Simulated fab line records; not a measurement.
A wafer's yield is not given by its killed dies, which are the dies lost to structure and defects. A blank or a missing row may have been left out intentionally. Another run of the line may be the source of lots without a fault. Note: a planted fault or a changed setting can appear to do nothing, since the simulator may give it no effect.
fab line records	flow n5_finfet
record lots=7	wafers=21	last_day=17
route steps=1938 shown BEOL_M4@1057 PASSIVATION@1936
lots with no fault: from the same line, run without faults
start_h: the number of hours between the record's first day and the start of the first shown wafer of the lot	wait_h: how many hours have passed since the lot's step before this one	" same as the row above	L1.1+2: a single row standing in for several wafers	- either no value or no given start	* or withheld: withheld	< > ~ a bound
route shown NAME@n: NAME is a module with steps in the file, n the number in the route of the first one	usual: mean/standard deviation of fault-free wafers	same: alike in all rows	chamber/n: place in a boat	sites: the reading at each site	_std_site: how widely they spread, as a standard deviation	_edge_site: inner sites' mean taken away from outer sites' mean	radius_mm: for every site, how far away it sits from the centre of the wafer	mask NAME#n: copy n	behind: tool/chamber where the wafer was last shaped	hold: reason for holding the lot/hours on hold/outcome of the hold	device: transistor that didn't switch, given as n, p or np	end of line: the same wafers' tests at the end of the route	a step given without rows: its recipe and nothing more	killed: not the wafer's yield, but the dies lost to structure and defects at the first sort	map: per-die view of a wafer (x killed, . not killed, _ where there is no die)
set.NAME: setting as actually run; set.NAME@STEP: the setting as run at that earlier step	model.NAME: the simulator's own value behind a step, which no gauge read
a sample of lots followed through the steps of the route, with each step as a table and each wafer as a row
services: when a tool's chamber went out of use (start_h, in hours from the record's first day, below 0 if earlier), for how many hours, and the reason
## steps
# step N5_BEOL_M4_OVL_MEAS_29
# recipe points_per_wafer=522
# usual V3_OVL=0.1/0.87
lot.wafer	tool	chamber	start_h	wait_h	V3_OVL[nm]
L846.4	overlay-01	0	204.64	0.0	2.0
L846.5	"	0	"	"	0.6
L846.6	"	0	"	"	1.9
L849.1	overlay-02	0	209.47	0.0	0.9
L849.2	"	0	"	"	1.5
L849.3	"	0	"	"	0.1
L850.2	overlay-01	0	225.23	0.0	0.9
L850.3	"	0	"	"	-1.1
L850.4	"	0	"	"	0.2
L857.1	overlay-02	0	262.35	0.0	-0.2
L857.4	"	0	"	"	-1.6
L857.6	"	0	"	"	-0.7
L858.3	overlay-02	0	286.22	0.0	-1.4
L858.4	"	0	"	"	-0.1
L858.6	"	0	"	"	-0.6
L859.1	overlay-02	0	289.86	0.0	1.0
L859.2	"	0	"	"	1.2
L859.6	"	0	"	"	0.1
L862.1	overlay-02	0	291.16	0.0	0.8
L862.2	"	0	"	"	-0.2
L862.5	"	0	"	"	1.5
# step N5_BEOL_M4_VIA_ETCH_34
# recipe chemistry=C4F6/O2	target_depth_a=694	mask_material=SOC	pressure_mtorr=15	ion_energy_ev=250	taper_deg=4	time_s=65.9	source_w=350	bias_w=170	Ar_flow_sccm=300	C4F6_flow_sccm=10	O2_flow_sccm=10
# usual C4F6_flow_sccm=10.00/0.03	drypump_motor_current_A=5.6/0.51	oes_product_au=0.81/0.086	rf_vpp_V=664/6.2	showerhead_plenum_p_Torr=2.85/0.071	throttle_valve_pct=30.68/0.17
lot.wafer	tool	chamber	start_h	wait_h	C4F6_flow_sccm	drypump_motor_current_A	oes_product_au	rf_hours_counter_h	rf_vpp_V	showerhead_plenum_p_Torr	throttle_valve_pct
L846.4	rie_diel-06	0	207.83	0.0	10.01	5.8	0.71	215	662	2.81	30.62
L846.5	"	0	"	"	10.01	5.8	0.70	-	660	2.81	30.62
L846.6	"	1	"	"	9.99	5.3	0.88	-	665	2.90	30.78
L849.1	rie_diel-06	2	228.97	0.0	10.03	6.1	0.83	62	664	2.77	30.77
L849.2	"	0	"	"	10.02	5.8	0.70	224	660	2.81	30.63
L849.3	"	1	"	"	10.00	5.3	0.89	27	665	2.89	30.77
L850.2	rie_diel-06	1	231.98	0.0	10.02	5.3	0.88	28	665	2.89	30.76
L850.3	"	2	"	"	9.98	6.1	0.82	64	664	2.77	30.75
L850.4	"	3	"	"	9.97	5.0	0.70	246	658	2.80	30.85
L857.1	rie_diel-04	2	265.00	0.0	9.94	5.2	0.86	76	665	2.88	30.65
L857.4	"	0	"	"	10.00	6.2	0.80	89	674	2.88	30.36
L857.6	"	0	"	"	9.99	6.2	0.80	-	674	2.88	30.33
L858.3	rie_diel-06	0	288.18	0.0	10.02	5.8	0.68	249	660	2.80	30.65
L858.4	"	1	"	"	9.99	5.3	0.84	51	666	2.88	30.79
L858.6	"	3	"	"	10.02	5.0	0.98	-	658	2.79	30.53
L859.1	rie_diel-06	0	290.68	0.0	9.99	5.8	0.68	250	661	2.80	30.66
L859.2	"	2	"	"	9.98	6.1	0.80	87	664	2.76	30.80
L859.6	"	1	"	"	10.01	5.3	0.84	-	665	2.88	30.80
L862.1	rie_diel-02	0	293.06	0.0	9.98	5.0	0.87	31	665	3.02	30.75
L862.2	"	1	"	"	10.01	6.7	0.87	57	653	2.76	30.51
L862.5	"	0	"	"	10.00	5.0	0.87	-	666	3.02	30.75
# step N5_BEOL_M4_STRIP_36
# recipe chemistry=N2/H2	power_w=450	temp_c=40	pressure_mtorr=20	rf_frequency_hz=6e+07	overash_fraction=0.3	bias_power_w=7	h2_frac=0.5	n2_flow_sccm=200	h2_flow_sccm=200
# usual drypump_motor_current_A=5.6/0.51	oes_product_au=0.81/0.086	rf_vpp_V=59.4/1.5	showerhead_plenum_p_Torr=2.54/0.065	throttle_valve_pct=23.62/0.25
lot.wafer	tool	chamber	start_h	wait_h	drypump_motor_current_A	oes_product_au	rf_hours_counter_h	rf_vpp_V	showerhead_plenum_p_Torr	throttle_valve_pct
L846.4	rie_diel-06	0	207.89	0.0	5.8	0.71	215	59.7	2.51	23.61
L846.5	"	0	"	"	5.8	0.71	-	55.6	2.51	23.62
L846.6	"	1	"	"	5.3	0.89	-	57.4	2.59	23.56
L849.1	rie_diel-06	2	229.03	0.0	6.0	0.82	62	63.8	2.47	23.65
L849.2	"	0	"	"	5.8	0.70	224	57.9	2.51	23.63
L849.3	"	1	"	"	5.3	0.88	27	59.3	2.59	23.57
L850.2	rie_diel-06	1	232.04	0.0	5.3	0.89	28	58.1	2.59	23.56
L850.3	"	2	"	"	6.1	0.82	64	59.3	2.47	23.61
L850.4	"	3	"	"	5.0	0.68	246	62.8	2.51	23.97
L857.1	rie_diel-04	2	265.06	0.0	5.2	0.87	76	57.6	2.56	23.43
L857.4	"	0	"	"	6.3	0.81	89	61.9	2.56	23.05
L857.6	"	0	"	"	6.3	0.81	-	59.5	2.56	23.07
L858.3	rie_diel-06	0	288.25	0.0	5.8	0.68	249	60.5	2.50	23.65
L858.4	"	1	"	"	5.3	0.85	51	58.6	2.58	23.58
L858.6	"	3	"	"	5.0	0.98	-	58.5	2.50	23.62
L859.1	rie_diel-06	0	290.74	0.0	5.8	0.67	250	57.2	2.50	23.66
L859.2	"	2	"	"	6.1	0.80	87	61.7	2.46	23.67
L859.6	"	1	"	"	5.3	0.84	-	57.6	2.58	23.57
L862.1	rie_diel-02	0	293.12	0.0	5.0	0.89	31	63.2	2.70	23.48
L862.2	"	1	"	"	6.7	0.89	57	60.1	2.47	23.57
L862.5	"	0	"	"	5.0	0.89	-	59.7	2.70	23.48
# step N5_BEOL_M4_TRENCH_ETCH_37
# recipe chemistry=C4F6/O2	target_depth_a=555.55	target=SiOC	time_s=29.2	ion_energy_ev=250	pressure_mtorr=30	source_w=355	bias_w=185	Ar_flow_sccm=300	C4F6_flow_sccm=10	O2_flow_sccm=10
# usual C4F6_flow_sccm=10.00/0.032	drypump_motor_current_A=5.6/0.52	oes_product_au=0.81/0.086	rf_vpp_V=664/6.1	showerhead_plenum_p_Torr=2.85/0.071	throttle_valve_pct=20.79/0.17
lot.wafer	tool	chamber	start_h	wait_h	C4F6_flow_sccm	drypump_motor_current_A	oes_product_au	rf_hours_counter_h	rf_vpp_V	showerhead_plenum_p_Torr	throttle_valve_pct
L846.4	rie_diel-06	0	207.93	-	10.02	5.8	0.70	215	663	2.82	20.85
L846.5	"	0	"	"	9.99	5.8	0.71	-	660	2.82	20.84
L846.6	"	1	"	"	9.99	5.3	0.89	-	665	2.90	20.82
L849.1	rie_diel-06	2	229.07	-	10.03	6.1	0.82	62	663	2.78	20.84
L849.2	"	0	"	"	9.98	5.8	0.70	224	662	2.81	20.85
L849.3	"	1	"	"	9.96	5.3	0.88	27	665	2.90	20.83
L850.2	rie_diel-06	1	232.08	-	9.95	5.3	0.89	28	665	2.90	20.84
L850.3	"	2	"	"	9.98	6.1	0.82	64	664	2.78	20.84
L850.4	"	3	"	"	10.00	5.0	0.69	246	656	2.80	21.01
L857.1	rie_diel-04	2	265.10	-	9.93	5.2	0.86	76	663	2.89	20.67
L857.4	"	0	"	"	10.04	6.2	0.81	89	674	2.89	20.47
L857.6	"	0	"	"	10.01	6.3	0.79	-	674	2.89	20.46
L858.3	rie_diel-06	0	288.29	-	10.01	5.8	0.80	249	660	2.80	20.91
L858.4	"	1	"	"	10.00	5.3	0.85	51	666	2.89	20.88
L858.6	"	3	"	"	9.99	5.0	0.99	-	657	2.80	20.68
L859.1	rie_diel-06	0	290.78	-	9.96	5.8	0.80	250	660	2.80	20.94
L859.2	"	2	"	"	10.06	6.1	0.79	87	662	2.77	20.87
L859.6	"	1	"	"	9.98	5.3	0.84	-	666	2.89	20.87
L862.1	rie_diel-02	0	293.16	-	9.98	5.0	0.88	31	666	3.03	20.82
L862.2	"	1	"	"	9.97	6.7	0.87	57	655	2.76	20.68
L862.5	"	0	"	"	9.92	5.0	0.87	-	665	3.03	20.82
# step N5_BEOL_M4_OCD_MEAS_38
# usual trench_depth_nm=55.7/0.94
lot.wafer	tool	chamber	start_h	wait_h	trench_depth_nm
L846.4	ocd-01	-	208.09	-	55.9
L846.5	"	-	"	"	55.6
L846.6	"	-	"	"	55.1
L849.1	ocd-01	-	229.23	-	55.1
L849.2	"	-	"	"	55.9
L849.3	"	-	"	"	54.9
L850.2	ocd-01	-	232.23	-	55.5
L850.3	"	-	"	"	55.4
L850.4	"	-	"	"	54.1
L857.1	ocd-01	-	265.25	-	57.2
L857.4	"	-	"	"	56.9
L857.6	"	-	"	"	55.7
L858.3	ocd-02	-	288.44	-	70.7
L858.4	"	-	"	"	55.4
L858.6	"	-	"	"	58.3
L859.1	ocd-01	-	290.93	-	70.6
L859.2	"	-	"	"	55.0
L859.6	"	-	"	"	54.9
L862.1	ocd-02	-	293.31	-	55.7
L862.2	"	-	"	"	56.3
L862.5	"	-	"	"	54.9
# step N5_BEOL_M4_THK_MEAS_53
# recipe thk_meas_gauge=xrf	reads=Cu_of_BEOL_M4_ECD_50
# usual M4_THK=41.0/1.2
lot.wafer	tool	chamber	start_h	wait_h	M4_THK[nm]
L846.4	film_metro-01	-	212.07	-	40.7
L846.5	"	-	"	"	42.2
L846.6	"	-	"	"	40.3
L849.1	film_metro-02	-	233.10	-	42.6
L849.2	"	-	"	"	42.7
L849.3	"	-	"	"	43.1
L850.2	film_metro-01	-	235.96	-	40.8
L850.3	"	-	"	"	41.2
L850.4	"	-	"	"	39.8
L857.1	film_metro-02	-	269.67	-	43.2
L857.4	"	-	"	"	41.1
L857.6	"	-	"	"	41.7
L858.3	film_metro-02	-	291.99	-	55.0
L858.4	"	-	"	"	40.5
L858.6	"	-	"	"	43.2
L859.1	film_metro-01	-	295.18	-	56.4
L859.2	"	-	"	"	38.6
L859.6	"	-	"	"	39.1
L862.1	film_metro-01	-	297.53	-	41.1
L862.2	"	-	"	"	43.1
L862.5	"	-	"	"	41.2
# step N5_BEOL_M4_RS_MEAS_58
# recipe thk_meas_gauge=four-point-probe	reads=Co_of_BEOL_M4_CO_CAP_55+Cu_of_BEOL_M4_ECD_50+Co_of_BEOL_M4_CVD_47+TaN_of_BEOL_M4_ALD_84
# usual M4_RS=0.666/0.025
lot.wafer	tool	chamber	start_h	wait_h	M4_RS[ohm/sq]
L846.4	film_metro-01	-	212.39	0.0	0.679
L846.5	"	-	"	"	0.643
L846.6	"	-	"	"	0.685
L849.1	film_metro-02	-	233.41	0.1	0.633
L849.2	"	-	"	"	0.629
L849.3	"	-	"	"	0.620
L850.2	film_metro-01	-	236.29	0.1	0.670
L850.3	"	-	"	"	0.664
L850.4	"	-	"	"	0.693
L857.1	film_metro-02	-	269.93	0.0	0.614
L857.4	"	-	"	"	0.652
L857.6	"	-	"	"	0.637
L858.3	film_metro-01	-	292.31	0.1	0.457
L858.4	"	-	"	"	0.675
L858.6	"	-	"	"	0.620
L859.1	film_metro-01	-	295.50	0.0	0.443
L859.2	"	-	"	"	0.721
L859.6	"	-	"	"	0.706
L862.1	film_metro-02	-	297.79	0.0	0.668
L862.2	"	-	"	"	0.627
L862.5	"	-	"	"	0.665
# step N5_BEOL_M4_RC_MEAS_101
# usual DIBL_N=36.4/1.4	DIBL_P=36.3/1.5	IOFF_N=0.162/0.023	IOFF_P=0.211/0.027	ION_N=676/9.7	ION_P=463/6.4	SERP_M4=199/13	SERP_M4_max_site=211/15	SS_N=71.5/0.5	SS_P=73.3/0.6	VT_N=249.3/2.5	VT_P=-249.9/2.8
lot.wafer	tool	chamber	start_h	wait_h	DIBL_N[mV/V]	DIBL_P[mV/V]	IOFF_N[nA/um]	IOFF_P[nA/um]	ION_N[uA/um]	ION_P[uA/um]	SERP_M4[ohm/um]	SERP_M4_max_site[ohm/um]	SS_N[mV/dec]	SS_P[mV/dec]	VT_N[mV]	VT_P[mV]
L846.4	prober-01	0	212.91	0.5	33.7	33.6	0.121	0.176	664	462	206	232	70.7	72.0	253.4	-253.6
L846.5	"	0	"	"	36.4	36.3	0.162	0.223	671	461	197	213	70.9	72.7	249.2	-250.1
L846.6	"	0	"	"	37.4	38.2	0.174	0.237	670	458	223	230	71.6	73.3	249.3	-247.8
L849.1	prober-02	0	233.52	0.0	35.0	36.0	0.133	0.176	668	463	183	192	71.6	73.2	250.4	-252.8
L849.2	"	0	"	"	35.8	36.0	0.146	0.171	657	446	200	212	71.3	72.7	252.2	-252.0
L849.3	"	0	"	"	35.3	36.2	0.143	0.181	675	459	181	187	71.8	73.3	248.1	-255.4
L850.2	prober-01	0	236.50	0.2	35.7	34.9	0.142	0.204	672	468	208	215	71.3	72.5	249.4	-246.3
L850.3	"	0	"	"	36.9	36.0	0.154	0.207	660	459	197	203	71.2	73.3	246.6	-248.5
L850.4	"	0	"	"	37.6	35.8	0.162	0.207	661	452	203	219	72.1	72.9	251.6	-247.9
L857.1	prober-02	0	269.98	0.0	40.7	39.0	0.230	0.267	675	460	186	195	72.9	74.4	247.4	-248.4
L857.4	"	0	"	"	37.8	36.8	0.179	0.214	682	466	185	190	71.9	74.1	247.4	-249.9
L857.6	"	0	"	"	38.3	36.3	0.175	0.209	669	454	182	198	72.8	73.3	249.5	-248.8
L858.3	prober-02	0	292.67	0.3	35.7	35.6	0.161	0.188	681	458	138	147	72.2	73.8	249.8	-252.5
L858.4	"	0	"	"	36.4	37.2	0.173	0.212	675	457	198	219	71.8	74.8	248.5	-249.4
L858.6	"	0	"	"	36.1	36.2	0.163	0.193	689	462	194	202	71.4	73.2	250.0	-252.2
L859.1	prober-02	0	295.55	0.0	36.0	34.2	0.153	0.213	670	462	127	139	71.6	73.0	250.2	-250.2
L859.2	"	0	"	"	36.4	33.9	0.162	0.216	661	457	201	220	71.6	71.9	250.8	-246.2
L859.6	"	0	"	"	36.4	35.0	0.162	0.231	665	466	203	211	71.4	73.6	250.8	-248.0
L862.1	prober-02	0	297.84	0.0	34.1	32.7	0.122	0.172	674	465	187	197	70.9	72.6	252.4	-251.9
L862.2	"	0	"	"	37.0	36.4	0.164	0.225	673	463	168	182	71.6	73.3	248.5	-248.6
L862.5	"	0	"	"	35.6	35.0	0.149	0.198	691	470	199	208	71.2	73.7	247.3	-248.5
# sites SERP_M4 radius_mm=0,75,75,75,75,140,140,140,140
L846.4 232 206 212 216 216 168 169 167 177
L849.1 187 192 185 183 192 158 156 158 150
L850.2 210 211 208 207 211 205 203 203 215
L857.1 186 195 187 190 187 169 162 167 164
L858.3 139 138 140 140 147 123 131 128 134
L859.1 132 127 131 139 126 122 123 127 117
L862.1 184 187 191 186 187 176 177 197 188
# step N5_PASSIVATION_PROBE_49
# usual defect_limited_yield=91.3/1.3	killed_at_M0_to_M3=33/8.9	killed_at_M4_up=15/5.4	killed_at_contacts=13/5.8	killed_at_front_end=39/9.9	killed_at_other=3.2/2.9	killed_dies=102/15	killed_open=68/12	killed_short=34/7.6	sort_bin_5_function=5.1/0.89	sort_bin_6_memory=3.2/0.63	sort_bin_8_speed=0.00/0.007	sort_n_pass=1078/15	sort_yield_pct=91.3/1.3
# same gross_dies=1180	killed_at_back_side=0	sort_bin_4_leakage[%]=0
lot.wafer	tool	chamber	start_h	wait_h	defect_limited_yield[%]	killed_at_M0_to_M3	killed_at_M4_up	killed_at_contacts	killed_at_front_end	killed_at_other	killed_dies	killed_open	killed_short	sort_bin_5_function[%]	sort_bin_6_memory[%]	sort_bin_8_speed[%]	sort_n_pass	sort_yield_pct[%]
L846.4	prober-01	-	318.07	0.2	91.4	39	8	12	38	5	102	55	47	4.7	3.3	0	1078	91.4
L846.5	prober-01	-	318.12	0.2	90.3	36	13	16	45	4	114	79	35	5.2	4.2	0	1066	90.3
L846.6	prober-01	-	318.17	0.3	91.4	24	12	16	46	3	101	69	32	4.6	3.6	0	1079	91.4
L858.3	prober-01	-	402.58	0.1	92.1	15	12	21	41	4	93	59	33	4.8	2.6	0	1087	92.1
L858.4	prober-01	-	402.63	0.2	90.3	41	12	16	41	5	115	77	37	5.9	3.3	0	1065	90.3
L858.6	prober-01	-	402.73	0.3	91.4	27	11	22	37	4	101	78	21	4.8	3.4	0	1079	91.4
# killed by level:class
L846.4 BEOL_M0_SAQP:geometric_particle:short=13 FIN_SAQP:geometric_particle:short=9 BEOL_M0_SAQP:geometric_particle:open=9 FIN_SAQP:geometric_particle:open=8 MOL_CONTACT_COAG:geometric_particle:short=6 MOL_CONTACT_COAG:geometric_particle:open=6 STI_FIN_REVEAL:geometric_particle:open=4 DUMMY_GATE:geometric_particle:open=4
L846.5 BEOL_M0_SAQP:geometric_particle:open=14 MOL_CONTACT_COAG:geometric_particle:open=12 FIN_SAQP:geometric_particle:open=9 STI_FIN_REVEAL:geometric_particle:open=9 BEOL_M4:geometric_particle:open=8 BEOL_M2:geometric_particle:open=8 GATE_CUT:geometric_particle:short=7 BEOL_M0_SAQP:geometric_particle:short=7
L846.6 MOL_CONTACT_COAG:geometric_particle:open=13 FIN_SAQP:geometric_particle:short=12 FIN_SAQP:geometric_particle:open=11 BEOL_M0_SAQP:geometric_particle:open=8 STI_FIN_REVEAL:geometric_particle:open=7 BEOL_M2:geometric_particle:open=6 BEOL_M4:geometric_particle:open=4 STARTING-WAFER:geometric_particle:open=3
L858.3 MOL_CONTACT_COAG:geometric_particle:open=18 FIN_SAQP:geometric_particle:open=13 FIN_SAQP:geometric_particle:short=6 STI_FIN_REVEAL:geometric_particle:open=6 BEOL_M4:geometric_particle:open=6 BEOL_M2:geometric_particle:open=4 BEOL_M4:geometric_particle:short=4 GATE_CUT:geometric_particle:short=3
L858.4 MOL_CONTACT_COAG:geometric_particle:open=15 BEOL_M2:geometric_particle:open=13 BEOL_M0_SAQP:geometric_particle:short=10 FIN_SAQP:geometric_particle:open=8 STI_FIN_REVEAL:geometric_particle:open=8 FIN_SAQP:geometric_particle:short=7 DUMMY_GATE:geometric_particle:open=7 BEOL_M0_SAQP:geometric_particle:open=7
L858.6 MOL_CONTACT_COAG:geometric_particle:open=22 FIN_SAQP:geometric_particle:open=11 BEOL_M4:geometric_particle:open=7 STI_FIN_REVEAL:geometric_particle:open=6 BEOL_M0_SAQP:geometric_particle:open=6 STARTING-WAFER:geometric_particle:open=5 BEOL_M0:geometric_particle:open=4 BEOL_M3:geometric_particle:open=4
## services
tool	chamber	start_h	hours	kind
rie_diel-02	3	196.56	2.4	repair
rie_diel-02	-	217.41	0.9	repair
rie_diel-02	-	221.67	28.1	pm
rie_diel-06	3	240.20	-	clean
rie_diel-06	3	240.20	-	consumable_replace:focus_ring
rie_diel-06	3	240.20	19.6	scheduled_down
rie_diel-06	3	240.20	19.6	vent_cycle
rie_diel-04	1	283.96	9.8	repair
rie_diel-06	0	291.93	-	clean
rie_diel-06	0	291.93	-	consumable_replace:focus_ring
rie_diel-06	0	291.93	14.4	scheduled_down
rie_diel-06	0	291.93	14.4	vent_cycle
## key
first_sign step=N5_BEOL_M4_OCD_MEAS_38	reading=trench_depth_nm	direction=up	sigmas=16	usual=55.7	struck=70.6
effect step=N5_BEOL_M4_THK_MEAS_53	reading=M4_THK	direction=up	sigmas=13	usual=41.0	struck=55.7
effect step=N5_BEOL_M4_RS_MEAS_58	reading=M4_RS	direction=down	sigmas=8.7	usual=0.666	struck=0.450
effect step=N5_BEOL_M4_RC_MEAS_101	reading=SERP_M4	direction=down	sigmas=5.3	usual=199	struck=133
effect step=N5_BEOL_M4_RC_MEAS_101	reading=SERP_M4_max_site	direction=down	sigmas=4.6	usual=211	struck=143
met_at N5_BEOL_M4_TRENCH_ETCH_37
struck_lots L858,L859
struck_wafers L858.3,L859.1
not_acting_at N5_BEOL_M4_OVL_MEAS_29,N5_BEOL_M4_VIA_ETCH_34,N5_BEOL_M4_STRIP_36
onset_between 229.07 288.29
fault kind=process_parameter_drift	tool=rie_diel-06	chamber=0	onset_h=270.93	steps=N5_BEOL_M4_TRENCH_ETCH_37	channel=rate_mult	offset=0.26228	shape=step	end_h=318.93
